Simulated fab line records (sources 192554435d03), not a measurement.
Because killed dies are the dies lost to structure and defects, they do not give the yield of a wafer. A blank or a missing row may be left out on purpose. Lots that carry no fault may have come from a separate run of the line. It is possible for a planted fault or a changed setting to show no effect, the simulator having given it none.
fab line records + flow n5_finfet
[record]
- lots = 6
- wafers = 18
- last_day = 17
route steps=1938 shown BEOL_M11@1563 PASSIVATION@1936
lots untouched by any fault: they come from a run of this same line in which no faults occurred
start_h: the number of hours between the record's first day and the start of the first shown wafer of the lot + wait_h: hours from the lot's prior step to this one + " as in the row above + L1.1+2: one row covering several wafers at once + - no value, or no start was given + * or withheld: withheld + < > ~ a bound
route shown NAME@n: names a module that has steps shown in the file, with the first one's number in the route + usual: mean/standard deviation of fault-free wafers + same: alike in all rows + chamber/n: place in a boat + sites: readings site by site + _std_site: standard deviation of those values + _edge_site: mean of outer sites minus mean of inner sites + radius_mm: how far each site lies from the wafer's centre + mask NAME#n: copy n + behind: the most recent tool/chamber to have shaped the wafer + hold: reason for holding the lot/hours on hold/outcome of the hold + device: the n, p or np transistor that did not switch + end of line: the same wafers' tests at the end of the route + step lacking rows: just its recipe + killed: the dies lost at the first sort to structure and to defects; this is not the yield of the wafer + map: the dies of a wafer, with x for killed, . for not killed, _ for no die there
set.NAME: the setting as run; set.NAME@STEP: as run at that earlier step + model.NAME: the simulator's own value behind a step, which no gauge read
certain route steps with their lots: each step a table, each wafer a row
services: when a tool's chamber went out of use (start_h, in hours from the record's first day, below 0 if earlier), for how many hours, and the reason
[[steps]]
[step N5_BEOL_M11_EBR_24]
[recipe]
- solvent = PGMEA
- ebr_width_mm = 1.5
[step N5_BEOL_M11_SOFTBAKE_23]
[recipe]
- temp_c = 110
- time_s = 60
- resist = CAR-ArF
[step N5_BEOL_M11_EXPOSE_25]
[recipe]
- mask_id = V10
- na = 1.35
- source_shape = annular
- sigma_inner = 0.5
- sigma_outer = 0.8
- polarization = unpolarized
- dose_mj = 85.5
[step N5_BEOL_M11_PEB_26]
[recipe]
- peb_temp_c = withheld
- peb_time_s = 60
- resist = CAR-ArF
[step N5_BEOL_M11_DEVELOP_27]
[recipe]
- develop_time_s = 30
- developer = TMAH
- resist = CAR-ArF
- rinse_liquid = diw
- dry = air_spin
- dev_temp_c = 23
[step N5_BEOL_M11_CD_MEAS_28]
[recipe]
- target_cd_nm = 70
- landing_energy_ev = 500
- detector = se_inlens
- polarity = opening
[usual]
- cd_nm = 70.2/1.2
| lot.wafer | tool      | chamber | start_h | wait_h | cd_nm |
|-----------|-----------|---------|---------|--------|-------|
| L853.1    | cd_sem-02 | 0       | 225.49  | -      | 71.2  |
| L853.2    | "         | 0       | "       | "      | 72.1  |
| L853.5    | "         | 0       | "       | "      | 70.7  |
| L855.2    | cd_sem-01 | 0       | 250.52  | -      | 69.4  |
| L855.3    | "         | 0       | "       | "      | 70.9  |
| L855.4    | "         | 0       | "       | "      | 71.5  |
| L861.1    | cd_sem-01 | 0       | 294.76  | -      | 68.5  |
| L861.2    | "         | 0       | "       | "      | 70.9  |
| L861.6    | "         | 0       | "       | "      | 69.1  |
| L865.1    | cd_sem-03 | 0       | 308.24  | -      | 68.0  |
| L865.3    | "         | 0       | "       | "      | 68.2  |
| L865.5    | "         | 0       | "       | "      | 67.0  |
| L870.1    | cd_sem-02 | 0       | 348.89  | -      | 70.9  |
| L870.3    | "         | 0       | "       | "      | 70.5  |
| L870.6    | "         | 0       | "       | "      | 69.7  |
| L873.4    | cd_sem-02 | 0       | 365.57  | -      | 70.9  |
| L873.5    | "         | 0       | "       | "      | 70.1  |
| L873.6    | "         | 0       | "       | "      | 71.9  |
[step N5_BEOL_M11_OVL_MEAS_29]
[recipe]
- points_per_wafer = 44
[usual]
- V10_OVL = 0.4/0.71
| lot.wafer | tool       | chamber | start_h | wait_h | V10_OVL[nm] |
|-----------|------------|---------|---------|--------|-------------|
| L853.1    | overlay-02 | 0       | 225.52  | 0.0    | 1.0         |
| L853.2    | "          | 0       | "       | "      | 0.5         |
| L853.5    | "          | 0       | "       | "      | 1.4         |
| L855.2    | overlay-02 | 0       | 250.55  | 0.0    | 0.8         |
| L855.3    | "          | 0       | "       | "      | -0.2        |
| L855.4    | "          | 0       | "       | "      | -0.5        |
| L861.1    | overlay-01 | 0       | 294.79  | 0.0    | 1.4         |
| L861.2    | "          | 0       | "       | "      | 1.7         |
| L861.6    | "          | 0       | "       | "      | 1.6         |
| L865.1    | overlay-01 | 0       | 308.27  | 0.0    | -0.7        |
| L865.3    | "          | 0       | "       | "      | 0.1         |
| L865.5    | "          | 0       | "       | "      | -0.5        |
| L870.1    | overlay-02 | 0       | 348.92  | 0.0    | 0.3         |
| L870.3    | "          | 0       | "       | "      | 1.8         |
| L870.6    | "          | 0       | "       | "      | 1.5         |
| L873.4    | overlay-01 | 0       | 365.60  | 0.0    | -0.6        |
| L873.5    | "          | 0       | "       | "      | -0.6        |
| L873.6    | "          | 0       | "       | "      | 0.6         |
[step N5_BEOL_M11_INSPECT_30]
[recipe]
- mode = adi
- inspect_instrument = brightfield
[usual]
- raw_defect_count = 457/120
| lot.wafer | tool              | chamber | start_h | wait_h | raw_defect_count |
|-----------|-------------------|---------|---------|--------|------------------|
| L853.1    | defect_inspect-02 | -       | 225.55  | 0.0    | 498              |
| L853.2    | "                 | -       | "       | "      | 460              |
| L853.5    | "                 | -       | "       | "      | 673              |
| L855.2    | defect_inspect-02 | -       | 250.58  | 0.0    | 508              |
| L855.3    | "                 | -       | "       | "      | 886              |
| L855.4    | "                 | -       | "       | "      | 701              |
| L861.1    | defect_inspect-01 | -       | 294.82  | 0.0    | 525              |
| L861.2    | "                 | -       | "       | "      | 434              |
| L861.6    | "                 | -       | "       | "      | 415              |
| L865.1    | defect_inspect-02 | -       | 308.29  | 0.0    | 422              |
| L865.3    | "                 | -       | "       | "      | 297              |
| L865.5    | "                 | -       | "       | "      | 449              |
| L870.1    | defect_inspect-01 | -       | 348.95  | 0.0    | 399              |
| L870.3    | "                 | -       | "       | "      | 369              |
| L870.6    | "                 | -       | "       | "      | 421              |
| L873.4    | defect_inspect-01 | -       | 365.62  | 0.0    | 376              |
| L873.5    | "                 | -       | "       | "      | 324              |
| L873.6    | "                 | -       | "       | "      | 347              |
[step N5_BEOL_M11_DESCUM_33]
[recipe]
- chemistry = O2
- time_s = 7.9
- source_power_w = 50
- bias_power_w = 20
- pressure_mtorr = 20
- rf_frequency_hz = 2.712e+07
- temp_c = 40
- resist = CAR-ArF
- o2_flow_sccm = 225
[usual]
- drypump_motor_current_A = 5.8/0.5
- oes_product_au = 0.78/0.069
- rf_vpp_V = 243.0/1.2
- showerhead_plenum_p_Torr = 2.08/0.049
- throttle_valve_pct = 20.40/0.25
| lot.wafer | tool        | chamber | start_h | wait_h | drypump_motor_current_A | oes_product_au | rf_hours_counter_h | rf_vpp_V | showerhead_plenum_p_Torr | throttle_valve_pct |
|-----------|-------------|---------|---------|--------|-------------------------|----------------|--------------------|----------|--------------------------|--------------------|
| L853.1    | rie_diel-05 | 1       | 225.58  | 0.0    | 5.6                     | 0.73           | 176                | 242.4    | 2.16                     | 20.23              |
| L853.2    | "           | 2       | "       | "      | 5.9                     | 0.81           | 114                | 243.4    | 2.12                     | 20.26              |
| L853.5    | "           | 0       | "       | "      | 5.8                     | 0.71           | -                  | 243.0    | 2.04                     | 20.29              |
| L855.2    | rie_diel-03 | 3       | 250.82  | 0.2    | 6.6                     | 0.79           | 110                | 243.2    | 2.12                     | 20.33              |
| L855.3    | "           | 1       | "       | "      | 4.8                     | 0.87           | 38                 | 244.0    | 2.14                     | 20.23              |
| L855.4    | "           | 2       | "       | "      | 5.7                     | 0.69           | 246                | 244.3    | 2.16                     | 20.59              |
| L861.1    | rie_diel-03 | 0       | 294.86  | 0.0    | 5.3                     | 0.79           | 115                | 242.9    | 2.03                     | 20.53              |
| L861.2    | "           | 2       | "       | "      | 5.7                     | 0.96           | 3                  | 243.7    | 2.16                     | 20.17              |
| L861.6    | "           | 0       | "       | "      | 5.3                     | 0.79           | -                  | 241.5    | 2.03                     | 20.53              |
| L865.1    | rie_diel-03 | 2       | 308.50  | 0.2    | 5.8                     | 0.96           | 7                  | 244.1    | 2.16                     | 20.19              |
| L865.3    | "           | 1       | "       | "      | 4.8                     | 0.84           | 57                 | 242.8    | 2.13                     | 20.25              |
| L865.5    | "           | 1       | "       | "      | 4.8                     | 0.85           | -                  | 243.2    | 2.13                     | 20.25              |
| L870.1    | rie_diel-05 | 0       | 348.98  | 0.0    | 5.8                     | 0.93           | 17                 | 243.5    | 2.03                     | 19.91              |
| L870.3    | "           | 1       | "       | "      | 5.6                     | 0.69           | 218                | 243.3    | 2.14                     | 20.30              |
| L870.6    | "           | 0       | "       | "      | 5.8                     | 0.92           | -                  | 240.6    | 2.03                     | 19.94              |
| L873.4    | rie_diel-05 | 3       | 365.67  | 0.0    | 6.4                     | 0.77           | -                  | 241.4    | 2.03                     | 20.85              |
| L873.5    | "           | 0       | "       | "      | 5.8                     | 0.91           | -                  | 243.9    | 2.03                     | 19.94              |
| L873.6    | "           | 1       | "       | "      | 5.6                     | 0.69           | -                  | 244.2    | 2.14                     | 20.31              |
[step N5_BEOL_M11_ETCH_65]
[recipe]
- chemistry = CF4
- target = SiARC
- target_depth_a = 390
- mask_material = CAR-ArF
- time_s = 65
- ion_energy_ev = 80
- pressure_mtorr = 40
- source_w = 545
- bias_w = 36
- Ar_flow_sccm = 100
- cf4_flow_sccm = 100
- ends = cleared
[usual]
- drypump_motor_current_A = 5.8/0.5
- etch_rf_on_time_s = 64.4/1.5
- oes_product_au = 0.67/0.06
- rf_vpp_V = 184.0/1
- showerhead_plenum_p_Torr = 2.13/0.048
- throttle_valve_pct = 15.55/0.21
| lot.wafer | tool        | chamber | start_h | wait_h | drypump_motor_current_A | etch_rf_on_time_s | oes_product_au | rf_hours_counter_h | rf_vpp_V | showerhead_plenum_p_Torr | throttle_valve_pct |
|-----------|-------------|---------|---------|--------|-------------------------|-------------------|----------------|--------------------|----------|--------------------------|--------------------|
| L853.1    | rie_diel-05 | 1       | 225.62  | 0.0    | 5.7                     | 64.8              | 0.62           | 176                | 184.4    | 2.20                     | 15.47              |
| L853.2    | "           | 2       | "       | "      | 5.9                     | 63.0              | 0.69           | 114                | 184.0    | 2.16                     | 15.45              |
| L853.5    | "           | 0       | "       | "      | 5.8                     | 66.3              | 0.60           | -                  | 183.7    | 2.12                     | 15.74              |
| L855.2    | rie_diel-03 | 3       | 250.86  | 0.0    | 6.6                     | 63.2              | 0.68           | 110                | 183.8    | 2.16                     | 15.45              |
| L855.3    | "           | 1       | "       | "      | 4.7                     | 63.2              | 0.76           | 38                 | 184.8    | 2.18                     | 15.44              |
| L855.4    | "           | 2       | "       | "      | 5.7                     | 65.2              | 0.59           | 246                | 186.2    | 2.20                     | 15.78              |
| L861.1    | rie_diel-03 | 0       | 294.89  | 0.0    | 5.3                     | 64.1              | 0.69           | 115                | 184.7    | 2.07                     | 15.53              |
| L861.2    | "           | 2       | "       | "      | 5.7                     | 64.5              | 0.82           | 3                  | 183.8    | 2.20                     | 15.28              |
| L861.6    | "           | 0       | "       | "      | 5.3                     | 63.7              | 0.69           | -                  | 182.9    | 2.07                     | 15.52              |
| L865.1    | rie_diel-03 | 2       | 308.53  | 0.0    | 5.7                     | 64.7              | 0.80           | 7                  | 184.1    | 2.19                     | 15.29              |
| L865.3    | "           | 1       | "       | "      | 4.8                     | 63.1              | 0.73           | 57                 | 183.2    | 2.17                     | 15.48              |
| L865.5    | "           | 1       | "       | "      | 4.8                     | 62.9              | 0.73           | -                  | 185.0    | 2.17                     | 15.50              |
| L870.1    | rie_diel-05 | 0       | 349.02  | 0.0    | 5.8                     | 65.0              | 0.77           | 17                 | 184.0    | 2.11                     | 15.27              |
| L870.3    | "           | 1       | "       | "      | 5.6                     | 65.7              | 0.60           | 218                | 186.0    | 2.19                     | 15.53              |
| L870.6    | "           | 0       | "       | "      | 5.9                     | 64.2              | 0.78           | -                  | 184.2    | 2.11                     | 15.30              |
| L873.4    | rie_diel-05 | 3       | 365.71  | 0.0    | 6.3                     | 63.9              | 0.66           | -                  | 183.7    | 2.08                     | 15.91              |
| L873.5    | "           | 0       | "       | "      | 5.9                     | 64.9              | 0.75           | -                  | 183.5    | 2.10                     | 15.30              |
| L873.6    | "           | 1       | "       | "      | 5.6                     | 65.1              | 0.59           | -                  | 184.7    | 2.19                     | 15.57              |
[step N5_BEOL_M11_ETCH_66]
[recipe]
- chemistry = N2/H2
- target = SOC
- target_depth_a = 1200
- overetch_a = 240
- mask_material = SiARC
- temp_c = 40
- time_s = 180
- ion_energy_ev = 200
- pressure_mtorr = 30
- source_w = 840
- bias_w = 150
- n2_flow_sccm = 200
- h2_flow_sccm = 200
[usual]
- drypump_motor_current_A = 5.8/0.5
- oes_product_au = 0.63/0.051
- rf_vpp_V = 523.4/2
- showerhead_plenum_p_Torr = 2.52/0.056
- throttle_valve_pct = 17.77/0.25
| lot.wafer | tool        | chamber | start_h | wait_h | drypump_motor_current_A | oes_product_au | rf_hours_counter_h | rf_vpp_V | showerhead_plenum_p_Torr | throttle_valve_pct |
|-----------|-------------|---------|---------|--------|-------------------------|----------------|--------------------|----------|--------------------------|--------------------|
| L853.1    | rie_diel-05 | 1       | 225.67  | 0.0    | 5.7                     | 0.59           | 176                | 526.2    | 2.61                     | 17.57              |
| L853.2    | "           | 2       | "       | "      | 5.9                     | 0.64           | 114                | 523.3    | 2.54                     | 17.44              |
| L853.5    | "           | 0       | "       | "      | 5.8                     | 0.57           | -                  | 523.9    | 2.50                     | 17.95              |
| L855.2    | rie_diel-03 | 3       | 250.91  | 0.0    | 6.7                     | 0.64           | 110                | 523.7    | 2.56                     | 17.68              |
| L855.3    | "           | 1       | "       | "      | 4.8                     | 0.70           | 38                 | 526.3    | 2.60                     | 17.66              |
| L855.4    | "           | 2       | "       | "      | 5.7                     | 0.56           | 246                | 524.9    | 2.60                     | 17.86              |
| L861.1    | rie_diel-03 | 0       | 294.94  | 0.0    | 5.3                     | 0.64           | 115                | 522.0    | 2.46                     | 17.87              |
| L861.2    | "           | 2       | "       | "      | 5.7                     | 0.77           | 3                  | 525.7    | 2.59                     | 17.41              |
| L861.6    | "           | 0       | "       | "      | 5.3                     | 0.65           | -                  | 520.6    | 2.46                     | 17.85              |
| L865.1    | rie_diel-03 | 2       | 308.58  | 0.0    | 5.7                     | 0.75           | 7                  | 525.3    | 2.59                     | 17.43              |
| L865.3    | "           | 1       | "       | "      | 4.8                     | 0.68           | 57                 | 524.2    | 2.59                     | 17.69              |
| L865.5    | "           | 1       | "       | "      | 4.8                     | 0.67           | -                  | 525.2    | 2.59                     | 17.68              |
| L870.1    | rie_diel-05 | 0       | 349.07  | 0.0    | 5.9                     | 0.73           | 17                 | 522.9    | 2.49                     | 17.54              |
| L870.3    | "           | 1       | "       | "      | 5.7                     | 0.57           | 218                | 526.2    | 2.59                     | 17.64              |
| L870.6    | "           | 0       | "       | "      | 5.9                     | 0.73           | -                  | 522.7    | 2.49                     | 17.55              |
| L873.4    | rie_diel-05 | 3       | 365.80  | 0.1    | 6.4                     | 0.61           | -                  | 519.5    | 2.46                     | 18.24              |
| L873.5    | "           | 0       | "       | "      | 5.9                     | 0.71           | -                  | 523.2    | 2.49                     | 17.56              |
| L873.6    | "           | 1       | "       | "      | 5.6                     | 0.56           | -                  | 527.9    | 2.59                     | 17.65              |
[step N5_BEOL_M11_STRIP_69]
[recipe]
- chemistry = N2/H2
- temp_c = 40
- n2_flow_sccm = 200
- h2_flow_sccm = 200
- rf_frequency_hz = 6e+07
[step N5_BEOL_M11_VIA_ETCH_34]
[recipe]
- chemistry = C4F6/O2
- target = SiCOH_lowk
- target_depth_a = 1845
- mask_material = SOC
- taper_deg = 4
- time_s = 69.2
- ion_energy_ev = 250
- pressure_mtorr = 30
- source_w = 345
- bias_w = 185
- Ar_flow_sccm = 300
- C4F6_flow_sccm = 10
- O2_flow_sccm = 10
[usual]
- C4F6_flow_sccm = 10.00/0.03
- drypump_motor_current_A = 5.8/0.5
- oes_o_777_au = 0.79/0.071
- oes_product_au = 0.78/0.071
- rf_vpp_V = 668/15
- showerhead_plenum_p_Torr = 2.82/0.057
- throttle_valve_pct = 20.80/0.22
| lot.wafer | tool        | chamber | start_h | wait_h | C4F6_flow_sccm | drypump_motor_current_A | oes_o_777_au | oes_product_au | rf_hours_counter_h | rf_vpp_V | showerhead_plenum_p_Torr | throttle_valve_pct | model.etch.depth_nm | model.SOC_of_BEOL_M11_COAT_63.thk_nm |
|-----------|-------------|---------|---------|--------|----------------|-------------------------|--------------|----------------|--------------------|----------|--------------------------|--------------------|---------------------|--------------------------------------|
| L853.1    | rie_diel-05 | 1       | 225.79  | 0.0    | 10.04          | 5.7                     | 0.71         | 0.72           | 176                | 649      | 2.92                     | 20.62              | 182.1               | 92.2                                 |
| L853.2    | "           | 2       | "       | "      | 9.97           | 5.9                     | 0.83         | 0.81           | 114                | 645      | 2.85                     | 20.61              | 188.5               | 91.8                                 |
| L853.5    | "           | 0       | "       | "      | 10.02          | 5.8                     | 0.69         | 0.69           | -                  | 679      | 2.80                     | 20.91              | 180                 | 92                                   |
| L855.2    | rie_diel-03 | 3       | 251.03  | 0.0    | 10.02          | 6.7                     | 0.82         | 0.80           | 110                | 655      | 2.83                     | 20.56              | 188.1               | 92                                   |
| L855.3    | "           | 1       | "       | "      | 10.05          | 4.8                     | 0.86         | 0.88           | 38                 | 685      | 2.89                     | 20.69              | 191.6               | 92                                   |
| L855.4    | "           | 2       | "       | "      | 10.02          | 5.7                     | 0.71         | 0.69           | 246                | 660      | 2.91                     | 20.92              | 181.5               | 92.4                                 |
| L861.1    | rie_diel-03 | 0       | 295.07  | 0.0    | 10.01          | 5.3                     | 0.82         | 0.80           | 115                | 684      | 2.76                     | 20.89              | 184.7               | 92.4                                 |
| L861.2    | "           | 2       | "       | "      | 10.01          | 5.7                     | 0.98         | 0.96           | 3                  | 660      | 2.91                     | 20.53              | 185.3               | 92.4                                 |
| L861.6    | "           | 0       | "       | "      | 10.02          | 5.3                     | 0.83         | 1.07           | -                  | 686      | 2.76                     | 21.00              | 288                 | 88                                   |
| L865.1    | rie_diel-03 | 2       | 308.70  | 0.0    | 9.97           | 5.7                     | 0.96         | 0.93           | 7                  | 661      | 2.90                     | 20.54              | 182.3               | 92.2                                 |
| L865.3    | "           | 1       | "       | "      | 10.04          | 4.8                     | 0.83         | 1.15           | 58                 | 685      | 2.89                     | 20.83              | 294.8               | 87                                   |
| L865.5    | "           | 1       | "       | "      | 10.01          | 4.8                     | 0.83         | 0.85           | -                  | 685      | 2.89                     | 20.74              | 190                 | 92                                   |
| L870.1    | rie_diel-05 | 0       | 349.19  | 0.0    | 10.03          | 5.9                     | 0.86         | 0.91           | 17                 | 679      | 2.79                     | 20.57              | 187.6               | 91.8                                 |
| L870.3    | "           | 1       | "       | "      | 9.98           | 5.6                     | 0.69         | 0.70           | 218                | 649      | 2.90                     | 20.68              | 182.2               | 92.6                                 |
| L870.6    | "           | 0       | "       | "      | 9.99           | 5.8                     | 0.87         | 0.91           | -                  | 678      | 2.79                     | 20.59              | 188.5               | 91.8                                 |
| L873.4    | rie_diel-05 | 3       | 365.89  | 0.0    | 9.99           | 6.4                     | 0.80         | 0.77           | -                  | 667      | 2.77                     | 21.29              | 185.9               | 91.4                                 |
| L873.5    | "           | 0       | "       | "      | 10.02          | 5.9                     | 0.85         | 0.90           | -                  | 680      | 2.79                     | 20.60              | 188.3               | 91.4                                 |
| L873.6    | "           | 1       | "       | "      | 9.98           | 5.7                     | 0.68         | 0.69           | -                  | 648      | 2.90                     | 20.70              | 182.9               | 91.8                                 |
[step N5_BEOL_M11_STRIP_73]
[recipe]
- chemistry = C4F6/O2
- resist = SiARC
- rf_frequency_hz = 6e+07
[step N5_PASSIVATION_PROBE_49]
[usual]
- defect_limited_yield = 91.4/1.6
- killed_at_M0_to_M3 = 35/10
- killed_at_M4_up = 12/4.7
- killed_at_contacts = 12/5.8
- killed_at_front_end = 38/12
- killed_at_other = 4/3.2
- killed_dies = 102/18
- killed_open = 68/14
- killed_short = 32/8
- sort_bin_5_function = 5.1/0.96
- sort_bin_6_memory = 3.2/0.77
- sort_bin_8_speed = 0.1/0.39
- sort_n_pass = 1078/20
- sort_yield_pct = 91.3/1.7
[same]
- gross_dies = 1180
- killed_at_back_side = 0
- sort_bin_4_leakage[%] = 0
| lot.wafer | tool      | chamber | start_h | wait_h | defect_limited_yield[%] | killed_at_M0_to_M3 | killed_at_M4_up | killed_at_contacts | killed_at_front_end | killed_at_other | killed_dies | killed_open | killed_short | sort_bin_5_function[%] | sort_bin_6_memory[%] | sort_bin_8_speed[%] | sort_n_pass | sort_yield_pct[%] |
|-----------|-----------|---------|---------|--------|-------------------------|--------------------|-----------------|--------------------|---------------------|-----------------|-------------|-------------|--------------|------------------------|----------------------|---------------------|-------------|-------------------|
| L861.1    | prober-02 | -       | 336.95  | 0.0    | 91.3                    | 42                 | 8               | 24                 | 25                  | 4               | 103         | 77          | 26           | 5.6                    | 2.8                  | 0                   | 1077        | 91.3              |
| L861.2    | prober-02 | -       | 337.00  | 0.1    | 92.0                    | 34                 | 16              | 10                 | 31                  | 3               | 94          | 63          | 31           | 4.7                    | 3.0                  | 0                   | 1086        | 92.0              |
| L861.6    | prober-02 | -       | 337.20  | 0.3    | 89.8                    | 44                 | 20              | 10                 | 42                  | 4               | 120         | 92          | 28           | 5.9                    | 4.1                  | 0                   | 1060        | 89.8              |
| L870.1    | prober-02 | -       | 391.05  | 0.6    | 91.8                    | 31                 | 10              | 6                  | 44                  | 6               | 97          | 61          | 35           | 4.8                    | 2.9                  | 0                   | 1083        | 91.8              |
| L870.3    | prober-02 | -       | 391.15  | 0.7    | 92.5                    | 38                 | 9               | 14                 | 27                  | 0               | 88          | 62          | 24           | 4.0                    | 3.3                  | 0                   | 1092        | 92.5              |
| L870.6    | prober-02 | -       | 391.30  | 0.9    | 90.2                    | 37                 | 15              | 9                  | 47                  | 8               | 116         | 78          | 35           | 6.0                    | 3.6                  | 0                   | 1064        | 90.2              |
| L873.4    | prober-01 | -       | 408.55  | 0.2    | 91.9                    | 19                 | 15              | 12                 | 43                  | 7               | 96          | 57          | 34           | 4.2                    | 3.3                  | 0                   | 1084        | 91.9              |
| L873.5    | prober-01 | -       | 408.60  | 0.2    | 91.9                    | 35                 | 14              | 13                 | 30                  | 3               | 95          | 59          | 36           | 4.8                    | 2.4                  | 0                   | 1085        | 91.9              |
| L873.6    | prober-01 | -       | 408.65  | 0.3    | 93.8                    | 19                 | 17              | 11                 | 24                  | 2               | 73          | 52          | 21           | 3.8                    | 2.2                  | 0                   | 1107        | 93.8              |
// killed by level:class
L861.1 MOL_CONTACT_COAG:geometric_particle:open=20 BEOL_M1:geometric_particle:open=13 BEOL_M0_SAQP:geometric_particle:short=10 BEOL_M0_SAQP:geometric_particle:open=10 FIN_SAQP:geometric_particle:open=7 ILD0:geometric_particle:open=5 MOL_CONTACT_COAG:geometric_particle:short=4 BEOL_M3:geometric_particle:open=4
L861.2 MOL_CONTACT_COAG:geometric_particle:open=10 BEOL_M0_SAQP:geometric_particle:short=9 BEOL_M1:geometric_particle:open=9 BEOL_M4:geometric_particle:open=8 DUMMY_GATE:geometric_particle:open=7 BEOL_M0_SAQP:geometric_particle:open=7 STI_FIN_REVEAL:geometric_particle:open=5 BEOL_M3:geometric_particle:open=4
L861.6 BEOL_M4:geometric_particle:open=14 DUMMY_GATE:geometric_particle:open=11 BEOL_M1:geometric_particle:open=11 MOL_CONTACT_COAG:geometric_particle:open=10 BEOL_M0_SAQP:geometric_particle:short=8 BEOL_M0_SAQP:geometric_particle:open=8 BEOL_M3:geometric_particle:open=7 STARTING-WAFER:geometric_particle:open=7
L870.1 FIN_SAQP:geometric_particle:open=10 FIN_SAQP:geometric_particle:short=10 BEOL_M3:geometric_particle:open=8 DUMMY_GATE:geometric_particle:open=7 BEOL_M0_SAQP:geometric_particle:short=7 BEOL_M0_SAQP:geometric_particle:open=6 MOL_CONTACT_COAG:geometric_particle:open=5 STI_FIN_REVEAL:geometric_particle:open=4
L870.3 MOL_CONTACT_COAG:geometric_particle:open=12 BEOL_M2:geometric_particle:open=9 BEOL_M3:geometric_particle:open=8 DUMMY_GATE:geometric_particle:open=6 FIN_SAQP:geometric_particle:short=5 BEOL_M0_SAQP:geometric_particle:open=5 STI_FIN_REVEAL:geometric_particle:open=4 BEOL_M0_SAQP:geometric_particle:short=4
L870.6 BEOL_M0_SAQP:geometric_particle:short=13 DUMMY_GATE:geometric_particle:open=9 MOL_CONTACT_COAG:geometric_particle:open=9 FIN_SAQP:geometric_particle:short=7 STI_FIN_REVEAL:geometric_particle:open=7 BEOL_M0_SAQP:geometric_particle:open=7 FIN_SAQP:geometric_particle:open=6 BEOL_M1:geometric_particle:open=6
L873.4 FIN_SAQP:geometric_particle:short=15 MOL_CONTACT_COAG:geometric_particle:open=9 BEOL_M3:geometric_particle:open=9 FIN_SAQP:geometric_particle:open=8 BEOL_M4:geometric_particle:open=7 BEOL_M5:geometric_particle:open=5 HKMG_FIN:area_etch=5 BEOL_M1:geometric_particle:open=4
L873.5 BEOL_M2:geometric_particle:open=15 MOL_CONTACT_COAG:geometric_particle:open=10 GATE_CUT:geometric_particle:short=6 BEOL_M3:geometric_particle:open=6 BEOL_M4:geometric_particle:open=6 STARTING-WAFER:geometric_particle:short=5 FIN_SAQP:geometric_particle:short=4 BEOL_M1:geometric_particle:open=4
L873.6 MOL_CONTACT_COAG:geometric_particle:open=8 FIN_SAQP:geometric_particle:open=7 BEOL_M4:geometric_particle:open=7 STI_FIN_REVEAL:geometric_particle:open=6 BEOL_M1:geometric_particle:open=6 FIN_SAQP:geometric_particle:short=4 BEOL_M2:geometric_particle:open=4 MOL_CONTACT_COAG:geometric_particle:short=3
[[services]]
| tool        | chamber | start_h | hours | kind                          |
|-------------|---------|---------|-------|-------------------------------|
| rie_diel-03 | 2       | 261.75  | -     | clean                         |
| rie_diel-03 | 2       | 261.75  | -     | consumable_replace:focus_ring |
| rie_diel-03 | 2       | 261.75  | 24.2  | scheduled_down                |
| rie_diel-03 | 2       | 261.75  | 24.2  | vent_cycle                    |
| rie_diel-05 | 0       | 269.66  | -     | clean                         |
| rie_diel-05 | 0       | 269.66  | -     | consumable_replace:focus_ring |
| rie_diel-05 | 0       | 269.66  | 24.8  | scheduled_down                |
| rie_diel-05 | 0       | 269.66  | 24.8  | vent_cycle                    |
| rie_diel-05 | 2       | 348.81  | 20.3  | repair                        |
[[key]]
[first_sign]
- step = N5_BEOL_M11_VIA_ETCH_34
- reading = oes_product_au
- direction = up
- sigmas = 4.7
- usual = 0.78
- struck = 1.11
effect none on later readings
[model_effect]
- step = N5_BEOL_M11_VIA_ETCH_34
- value = etch.depth_nm
- without = 188.1
- struck = 291.4
met_at N5_BEOL_M11_VIA_ETCH_34
struck_wafers L861.6,L865.3
onset_between 251.03 295.07
[fault]
- kind = process_parameter_drift
- tool = rie_diel-03
- chamber = -
- onset_h = 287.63
- steps = N5_BEOL_M11_VIA_ETCH_34
- channel = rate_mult
- offset = 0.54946
- shape = step
- end_h = 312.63
- scope = struck_wafers_only
